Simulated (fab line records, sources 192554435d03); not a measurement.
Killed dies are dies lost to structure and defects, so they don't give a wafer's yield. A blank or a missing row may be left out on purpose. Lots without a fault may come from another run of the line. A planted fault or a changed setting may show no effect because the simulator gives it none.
fab line records | flow n5_finfet
record lots=10 wafers=29 last_day=16
route steps=1938 shown BEOL_M7@1310 MIM_BOT_ETCH@1866 TV_LITHO@1886 PASSIVATION@1936
lots that met no fault: from a run of the same line without faults
start_h: hours from the record's first day to the start of the lot's first wafer shown | wait_h: hours since the lot's step before | " the same as in the row above | L1.1+2: a row that stands for several wafers | - no value, or no start given | * or withheld: withheld | < > ~ a bound
route shown NAME@n: a module of which the file shows steps, and the number in the route of the first | usual: mean/standard deviation of fault-free wafers | same: alike in all rows | chamber/n: place in a boat | sites: the reading at each site | _std_site: their standard deviation | _edge_site: outer sites' mean less inner sites' | radius_mm: how far each site lies from the wafer's centre | mask NAME#n: copy n | behind: the tool/chamber that last shaped the wafer | hold: why the lot was held/for how many hours/how that ended | device: the transistor (n, p or np) that didn't switch | end of line: the same wafers' tests at the end of the route | a step without rows: its recipe alone | killed: dies lost to structure and defects at the first sort, not the wafer's yield | map: a wafer's dies, x killed, . not, _ none there
set.NAME: the setting as run; set.NAME@STEP: as run at that earlier step | model.NAME: the simulator's own value behind a step, which no gauge read
steps of the route over a sample of lots; a table a step, a row a wafer
services: from which hour (start_h, from the record's first day; less than 0 if before it) a tool's chamber was out of use, for how many hours, and why
## steps
# step N5_BEOL_M7_STRIP_80
# recipe chemistry=N2/H2 time_s=10 power_w=450 temp_c=40 pressure_mtorr=20 rf_frequency_hz=6e+07 bias_power_w=7 n2_flow_sccm=200 h2_flow_sccm=200
# usual drypump_motor_current_A=5.41/0.29 oes_product_au=0.80/0.11 rf_vpp_V=59.2/0.93 showerhead_plenum_p_Torr=2.56/0.065 throttle_valve_pct=23.6/0.35
# columns lot.wafer tool chamber start_h wait_h drypump_motor_current_A oes_product_au rf_hours_counter_h rf_vpp_V showerhead_plenum_p_Torr throttle_valve_pct
L974.2 rie_diel-05 2 200.53 - 5.69 0.93 11 59.5 2.60 23.7
L974.4 " 2 " " 5.70 0.93 - 60.5 2.60 23.7
L974.5 " 3 " " 5.31 0.73 - 59.5 2.52 23.9
L973.2 rie_diel-06 2 208.46 - 5.89 0.73 201 60.0 2.54 24.5
L973.3 " 0 " " 5.09 0.73 160 59.7 2.66 23.7
L973.6 " 0 " " 5.10 0.73 - 60.3 2.66 23.7
L978.2 rie_diel-06 1 239.29 - 5.42 0.94 13 60.7 2.60 23.3
L978.3 " 0 " " 5.09 0.72 168 60.4 2.66 23.7
L978.6 " 0 " " 5.09 0.72 - 59.1 2.66 23.7
L977.1 rie_diel-03 0 243.79 - 5.91 0.69 211 59.7 2.50 23.2
L977.2 " 2 " " 5.25 0.66 249 59.4 2.49 24.0
L977.5 " 1 " " 5.29 0.79 - 60.1 2.66 23.3
L979.2 rie_diel-05 2 245.77 - 5.72 0.89 25 58.9 2.59 23.7
L979.3 " 1 " " 5.46 0.90 44 60.0 2.48 23.2
L979.5 " 0 " " 5.00 0.97 - 59.5 2.62 23.7
L984.1 rie_diel-06 3 257.59 - 5.36 0.70 191 59.6 2.53 24.0
L984.3 " 1 " " 5.47 0.93 20 59.9 2.60 23.3
L984.6 " 0 " " 5.08 0.73 - 59.2 2.66 23.7
L985.3 rie_diel-06 0 275.71 - 5.07 0.72 181 59.1 2.65 23.7
L985.5 " 3 " " 5.34 0.68 - 58.0 2.53 24.0
L986.2 rie_diel-06 2 277.35 - 5.91 0.73 216 60.2 2.54 24.5
L986.3 " 1 " " 5.44 0.91 25 60.3 2.59 23.3
L986.5 " 1 " " 5.45 0.90 - 59.6 2.59 23.3
L988.1 rie_diel-03 3 292.87 - 5.18 0.93 16 60.3 2.61 23.7
L988.2 " 0 " " 5.93 0.69 228 58.3 2.50 23.2
L988.3 " 2 " " 5.28 0.94 9 58.1 2.49 23.6
L990.1 rie_diel-03 3 300.10 - 5.14 0.93 18 61.5 2.61 23.7
L990.2 " 1 " " 5.29 0.78 97 60.4 2.66 23.4
L990.4 " 2 " " 5.26 0.92 11 58.8 2.49 23.7
# step N5_MIM_BOT_ETCH_ETCH_04
# recipe chemistry=CF4/O2 target=SiNx target_depth_a=260 time_s=13 ion_energy_ev=100 pressure_mtorr=40 source_w=535 bias_w=49 Ar_flow_sccm=100 cf4_flow_sccm=100 O2_flow_sccm=10
# usual cf4_flow_sccm=100.0/0.31 drypump_motor_current_A=5.8/0.56 oes_product_au=0.76/0.078 rf_vpp_V=240/4.4 showerhead_plenum_p_Torr=2.19/0.061 throttle_valve_pct=16.10/0.24
# columns lot.wafer tool chamber start_h wait_h cf4_flow_sccm drypump_motor_current_A oes_product_au rf_hours_counter_h rf_vpp_V showerhead_plenum_p_Torr throttle_valve_pct
L974.2 rie_diel-02 3 269.89 0.0 99.9 5.0 0.72 212 235 2.19 16.53
L974.4 " 1 " " 99.7 6.6 0.70 - 243 2.19 16.29
L974.5 " 2 " " 100.3 5.8 0.73 - 243 2.26 16.06
L973.2 rie_diel-01 1 280.50 0.0 99.8 5.5 0.77 102 239 2.23 15.94
L973.3 " 3 " " 99.7 6.2 0.77 93 237 2.22 15.57
L973.6 " 1 " " 99.7 5.5 0.78 - 240 2.23 15.94
L978.2 rie_diel-01 2 310.87 0.0 100.0 5.1 0.75 135 248 2.12 16.02
L978.3 " 3 " " 99.8 6.3 0.76 103 237 2.22 15.59
L978.6 " 3 " " 99.8 6.2 0.75 - 237 2.22 15.61
L977.1 rie_diel-04 3 310.90 0.0 99.5 5.3 0.72 216 242 2.10 16.28
L977.2 " 1 " " 99.4 6.0 0.96 8 245 2.17 16.00
L977.5 " 2 " " 100.2 6.1 0.82 - 235 2.13 15.80
L979.2 rie_diel-01 0 317.64 0.0 99.8 5.3 0.80 90 234 2.22 16.00
L979.3 " 1 " " 99.8 5.4 0.76 114 240 2.23 15.93
L979.5 " 1 " " 100.4 5.4 0.77 - 238 2.23 15.96
L984.1 rie_diel-02 0 327.04 0.0 99.6 5.6 0.85 31 238 2.25 15.93
L984.3 " 2 " " 99.8 5.8 0.72 229 243 2.26 16.08
L984.6 " 1 " " 100.0 6.6 0.68 - 243 2.18 16.33
L985.3 rie_diel-02 2 343.58 0.0 100.9 5.8 0.72 235 242 2.25 16.11
L985.5 " 1 " " 99.6 6.6 0.68 - 244 2.18 16.35
L986.2 rie_diel-02 3 356.06 0.0 99.9 5.0 0.70 243 235 2.18 16.58
L986.3 " 0 " " 100.2 5.6 0.84 43 237 2.24 15.97
L986.5 " 1 " " 100.6 6.6 0.67 - 243 2.18 16.34
L988.1 rie_diel-04 2 357.93 0.0 99.9 6.1 0.80 116 235 2.12 15.85
L988.2 " 0 " " 100.1 6.8 0.96 7 247 2.33 15.98
L988.3 " 3 " " 100.2 5.3 0.71 234 242 2.10 16.32
L990.1 rie_diel-01 1 369.99 0.0 100.0 5.4 0.74 134 239 2.22 16.00
L990.2 " 3 " " 99.2 6.3 0.74 124 237 2.21 15.64
L990.4 " 0 " " 99.8 5.3 0.78 109 233 2.21 16.04
# step N5_MIM_BOT_ETCH_ETCH_00
# recipe chemistry=Cl2/BCl3 target=TiN target_depth_a=455 ion_energy_ev=150 pressure_mtorr=10 icp_w=1000 bias_w=126 Cl2_flow_sccm=53.25 bcl3_flow_sccm=21.75 Ar_flow_sccm=25
# usual drypump_motor_current_A=5.7/0.35 oes_product_au=0.82/0.099 throttle_valve_pct=21.97/0.24
# columns lot.wafer tool chamber start_h wait_h drypump_motor_current_A oes_product_au rf_hours_counter_h throttle_valve_pct
L974.2 rie_metal-01 1 270.07 0.1 5.7 0.87 23 22.26
L974.4 " 1 " " 5.7 0.87 - 22.27
L974.5 " 0 " " 6.1 0.89 - 21.68
L973.2 rie_metal-03 0 280.68 0.1 5.9 0.92 8 21.79
L973.3 " 1 " " 5.5 0.69 - 22.28
L973.6 " 0 " " 5.9 0.91 - 21.79
L978.2 rie_metal-01 1 311.05 0.1 5.7 0.85 26 22.28
L978.3 " 1 " " 5.7 0.85 - 22.29
L978.6 " 0 " " 6.1 0.87 - 21.70
L977.1 rie_metal-02 0 311.08 0.1 4.9 0.65 95 21.81
L977.2 " 1 " " 5.7 0.95 1 21.86
L977.5 " 0 " " 4.9 0.65 - 21.83
L979.2 rie_metal-02 0 317.82 0.1 5.0 0.65 96 21.81
L979.3 " 0 " " 4.9 0.65 - 21.83
L979.5 " 1 " " 5.7 0.93 - 21.88
L984.1 rie_metal-02 1 327.22 0.1 5.7 0.94 3 21.88
L984.3 " 1 " " 5.7 0.93 - 21.87
L984.6 " 0 " " 4.9 0.66 - 21.80
L985.3 rie_metal-03 1 343.80 0.1 5.6 0.68 - 22.28
L985.5 " 0 " " 6.0 0.89 - 21.78
L986.2 rie_metal-01 1 356.24 0.1 5.7 0.84 30 22.27
L986.3 " 1 " " 5.7 0.84 - 22.27
L986.5 " 1 " " 5.7 0.83 - 22.29
L988.1 rie_metal-02 1 358.11 0.1 5.7 0.92 5 21.88
L988.2 " 0 " " 4.9 0.64 99 21.81
L988.3 " 0 " " 4.9 0.65 - 21.82
L990.1 rie_metal-02 0 370.17 0.1 4.9 0.65 101 21.84
L990.2 " 1 " " 5.7 0.89 7 21.91
L990.4 " 1 " " 5.7 0.90 - 21.87
# step N5_PASSIVATION_DESCUM_12
# recipe chemistry=O2 time_s=7.9 source_power_w=50 bias_power_w=20 pressure_mtorr=20 rf_frequency_hz=2.712e+07 temp_c=40 o2_flow_sccm=225
# usual drypump_motor_current_A=5.40/0.27 oes_product_au=0.80/0.092 rf_vpp_V=243.2/1.1 showerhead_plenum_p_Torr=2.10/0.045 throttle_valve_pct=20.37/0.24
# columns lot.wafer tool chamber start_h wait_h drypump_motor_current_A oes_product_au rf_hours_counter_h rf_vpp_V showerhead_plenum_p_Torr throttle_valve_pct
L974.2 rie_diel-06 3 272.05 0.0 5.32 0.69 194 243.0 2.08 20.67
L974.4 " 1 " " 5.45 0.91 23 243.7 2.12 20.12
L974.5 " 3 " " 5.31 0.69 - 241.7 2.08 20.69
L973.2 rie_diel-03 0 283.44 0.0 5.91 0.69 224 243.6 2.07 20.21
L973.3 " 2 " " 5.24 0.93 6 243.3 2.06 20.25
L973.6 " 0 " " 5.93 0.69 - 243.0 2.07 20.20
L977.1 rie_diel-06 2 312.53 0.1 5.88 0.73 226 241.8 2.07 20.86
L977.2 " 3 " " 5.35 0.68 207 242.2 2.08 20.69
L977.5 " 0 " " 5.10 0.72 - 246.0 2.18 20.42
L978.2 rie_diel-03 0 312.93 0.3 5.94 0.68 234 242.5 2.06 20.21
L978.3 " 3 " " 5.14 0.91 22 243.8 2.12 20.23
L978.6 " 3 " " 5.16 0.91 - 244.3 2.12 20.22
L979.2 rie_diel-05 3 319.21 0.1 5.29 0.69 207 242.6 2.07 20.51
L979.3 " 0 " " 5.01 0.93 32 244.3 2.11 20.29
L979.5 " 1 " " 5.47 0.86 - 241.8 2.04 20.11
L984.1 rie_diel-06 1 330.70 0.0 5.45 0.88 39 243.2 2.12 20.13
L984.3 " 3 " " 5.34 0.68 212 242.2 2.07 20.70
L984.6 " 1 " " 5.47 0.89 - 244.1 2.12 20.13
L985.3 rie_diel-05 3 346.76 0.0 5.33 0.70 215 242.4 2.06 20.54
L985.5 " 1 " " 5.47 0.84 - 242.8 2.03 20.10
L988.1 rie_diel-05 3 359.98 0.0 5.30 0.69 219 242.7 2.06 20.53
L988.2 " 1 " " 5.45 0.84 84 242.9 2.03 20.13
L988.3 " 2 " " 5.68 0.86 54 244.2 2.12 20.17
L986.2 rie_diel-06 0 360.41 0.3 5.08 0.70 201 244.4 2.17 20.46
L986.3 " 1 " " 5.48 0.86 49 244.2 2.12 20.14
L986.5 " 1 " " 5.44 0.86 - 242.3 2.11 20.15
L990.1 rie_diel-03 1 371.83 0.1 5.28 0.75 121 243.6 2.20 20.49
L990.2 " 3 " " 5.17 0.88 40 245.4 2.11 20.26
L990.4 " 1 " " 5.28 0.75 - 243.9 2.20 20.51
# step N5_PASSIVATION_PROBE_49
# usual defect_limited_yield=91.3/1.4 killed_at_M0_to_M3=36/11 killed_at_M4_up=13/5.2 killed_at_contacts=13/6.5 killed_at_front_end=37/11 killed_at_other=3.6/2.9 killed_dies=103/17 killed_on_rim=13/3.6 killed_open=68/12 killed_short=33/7.3 sort_bin_5_function=5.2/0.91 sort_bin_6_memory=3.2/0.67 sort_bin_8_speed=0.00/0.0099 sort_n_pass=1077/17 sort_yield_pct=91.3/1.4
# same gross_dies=1180 killed_at_back_side=0 sort_bin_4_leakage[%]=0
# columns lot.wafer tool chamber start_h wait_h defect_limited_yield[%] killed_at_M0_to_M3 killed_at_M4_up killed_at_contacts killed_at_front_end killed_at_other killed_dies killed_on_rim killed_open killed_short sort_bin_5_function[%] sort_bin_6_memory[%] sort_bin_8_speed[%] sort_n_pass sort_yield_pct[%]
L984.1 prober-01 - 337.46 0.0 91.4 43 13 23 18 5 102 10 66 36 4.8 3.3 0 1078 91.4
L984.3 prober-01 - 337.56 0.1 92.3 30 10 8 33 10 91 13 53 37 4.7 2.9 0 1089 92.3
L984.6 prober-01 - 337.71 0.3 90.4 36 16 12 47 2 113 9 75 37 5.3 3.7 0 1067 90.4
L985.3 prober-02 - 353.63 0.1 82.7 35 107 5 54 3 204 36 65 36 9.5 3.7 0 976 82.7
L985.5 prober-02 - 353.73 0.2 78.1 34 169 11 43 2 259 18 55 45 14.2 4.4 0 921 78.1
L988.1 prober-02 - 367.12 0.0 90.9 34 12 14 42 5 107 15 69 38 5.3 3.6 0 1073 90.9
L986.2 prober-01 - 368.00 0.1 85.4 32 93 6 39 2 172 37 57 31 9.1 2.6 0 1008 85.4
L986.3 prober-01 - 368.05 0.1 77.9 52 167 9 30 3 261 27 69 30 13.6 4.7 0 919 77.9
L986.5 prober-01 - 368.15 0.2 80.8 23 158 3 39 4 227 20 42 38 12.2 3.0 0 953 80.8
# killed by level:class
L984.1 MOL_CONTACT_COAG:geometric_particle:open=18 BEOL_M3:geometric_particle:open=10 BEOL_M0_SAQP:geometric_particle:open=8 BEOL_M0_SAQP:geometric_particle:short=7 GATE_CUT:geometric_particle:short=5 MOL_CONTACT_COAG:geometric_particle:short=5 BEOL_M3:geometric_particle:short=5 BEOL_M1:geometric_particle:open=4
L984.3 BEOL_M0_SAQP:geometric_particle:short=12 FIN_SAQP:geometric_particle:open=11 BEOL_M0_SAQP:geometric_particle:open=7 GATE_CUT:geometric_particle:short=6 MOL_CONTACT_COAG:geometric_particle:open=6 BEOL_M3:geometric_particle:open=5 MIM_TOP_ETCH:geometric_particle:short=5 GATE_CUT:geometric_particle:open=4
L984.6 FIN_SAQP:geometric_particle:open=15 BEOL_M4:geometric_particle:open=11 BEOL_M0_SAQP:geometric_particle:open=10 STI_FIN_REVEAL:geometric_particle:open=10 MOL_CONTACT_COAG:geometric_particle:open=8 BEOL_M0_SAQP:geometric_particle:short=7 FIN_SAQP:geometric_particle:short=6 BEOL_M1:geometric_particle:open=6
L985.3 BEOL_M7:unspecified=94 STI_FIN_REVEAL:geometric_particle:open=12 BEOL_M3:geometric_particle:open=8 FIN_SAQP:geometric_particle:short=6 FIN_SAQP:geometric_particle:open=6 BEOL_M4:geometric_particle:open=6 HKMG_FIN:area_etch=6 STI_FIN_REVEAL:geometric_particle:short=5
L985.5 BEOL_M7:unspecified=154 FIN_SAQP:geometric_particle:short=10 MOL_CONTACT_COAG:geometric_particle:open=9 BEOL_M2:geometric_particle:short=8 STI_FIN_REVEAL:geometric_particle:open=7 BEOL_M0:geometric_particle:open=6 BEOL_M3:geometric_particle:open=6 FIN_SAQP:geometric_particle:open=5
L988.1 BEOL_M1:geometric_particle:open=11 STI_FIN_REVEAL:geometric_particle:open=9 MOL_CONTACT_COAG:geometric_particle:open=9 ILD0:geometric_particle:open=6 FIN_SAQP:geometric_particle:open=5 MOL_CONTACT_COAG:geometric_particle:short=5 BEOL_M0_SAQP:geometric_particle:open=5 GATE_CUT:geometric_particle:short=4
L986.2 BEOL_M7:unspecified=82 FIN_SAQP:geometric_particle:open=9 BEOL_M1:geometric_particle:open=8 FIN_SAQP:geometric_particle:short=7 STI_FIN_REVEAL:geometric_particle:open=6 BEOL_M3:geometric_particle:open=6 MOL_CONTACT_COAG:geometric_particle:open=5 GATE_CUT:geometric_particle:open=4
L986.3 BEOL_M7:unspecified=154 BEOL_M1:geometric_particle:open=18 FIN_SAQP:geometric_particle:open=11 MOL_CONTACT_COAG:geometric_particle:open=8 BEOL_M1:geometric_particle:short=7 BEOL_M3:geometric_particle:open=6 BEOL_M0_SAQP:geometric_particle:short=5 STI_FIN_REVEAL:geometric_particle:open=4
L986.5 BEOL_M7:unspecified=145 FIN_SAQP:geometric_particle:short=11 FIN_SAQP:geometric_particle:open=8 BEOL_M0_SAQP:geometric_particle:open=7 BEOL_M1:geometric_particle:open=5 STARTING-WAFER:geometric_particle:short=5 BEOL_M0_SAQP:geometric_particle:short=4 GATE_CUT:geometric_particle:short=3
## services
# columns tool chamber start_h hours kind
rie_diel-05 - 184.13 1.2 repair
rie_metal-03 0 202.61 15.0 repair
rie_diel-03 3 207.89 9.7 repair
rie_diel-03 3 218.18 - clean
rie_diel-03 3 218.18 - consumable_replace:focus_ring
rie_diel-03 3 218.18 18.2 scheduled_down
rie_diel-03 3 218.18 18.2 vent_cycle
rie_diel-03 - 223.67 1.2 repair
rie_diel-06 3 226.39 4.2 repair
rie_diel-01 - 226.88 11.4 repair
rie_diel-06 2 227.03 16.7 repair
rie_diel-03 2 249.30 - clean
rie_diel-03 2 249.30 - consumable_replace:focus_ring
rie_diel-03 - 252.99 2.8 pm
rie_diel-03 3 257.10 10.3 repair
rie_diel-02 0 269.78 9.7 repair
rie_diel-01 - 271.78 1.1 repair
rie_diel-03 0 275.51 4.4 repair
rie_diel-03 - 281.98 0.1 repair
rie_diel-06 0 287.29 12.3 repair
rie_diel-05 2 295.07 17.0 repair
rie_diel-05 2 316.07 4.0 repair
rie_diel-03 3 317.28 3.7 repair
rie_diel-05 1 370.48 4.3 repair
## key
first_sign step=N5_PASSIVATION_PROBE_49 reading=killed_at_M4_up direction=up sigmas=24 usual=13 struck=139
effect step=N5_PASSIVATION_PROBE_49 reading=defect_limited_yield direction=down sigmas=7.2 usual=91.3 struck=81.0
more_kills_born_at N5_BEOL_M7_STRIP_80@rie_diel-06=629
met_at N5_BEOL_M7_STRIP_80
struck_lots L985,L986
not_acting_at N5_MIM_BOT_ETCH_ETCH_04,N5_MIM_BOT_ETCH_ETCH_00,N5_PASSIVATION_DESCUM_12
onset_between 257.59 275.71
fault kind=chamber_particle_source tool=rie_diel-06 chamber=- onset_h=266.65 steps=N5_BEOL_M7_STRIP_80 rate_per_visit_cm2=1.8282 end_h=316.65
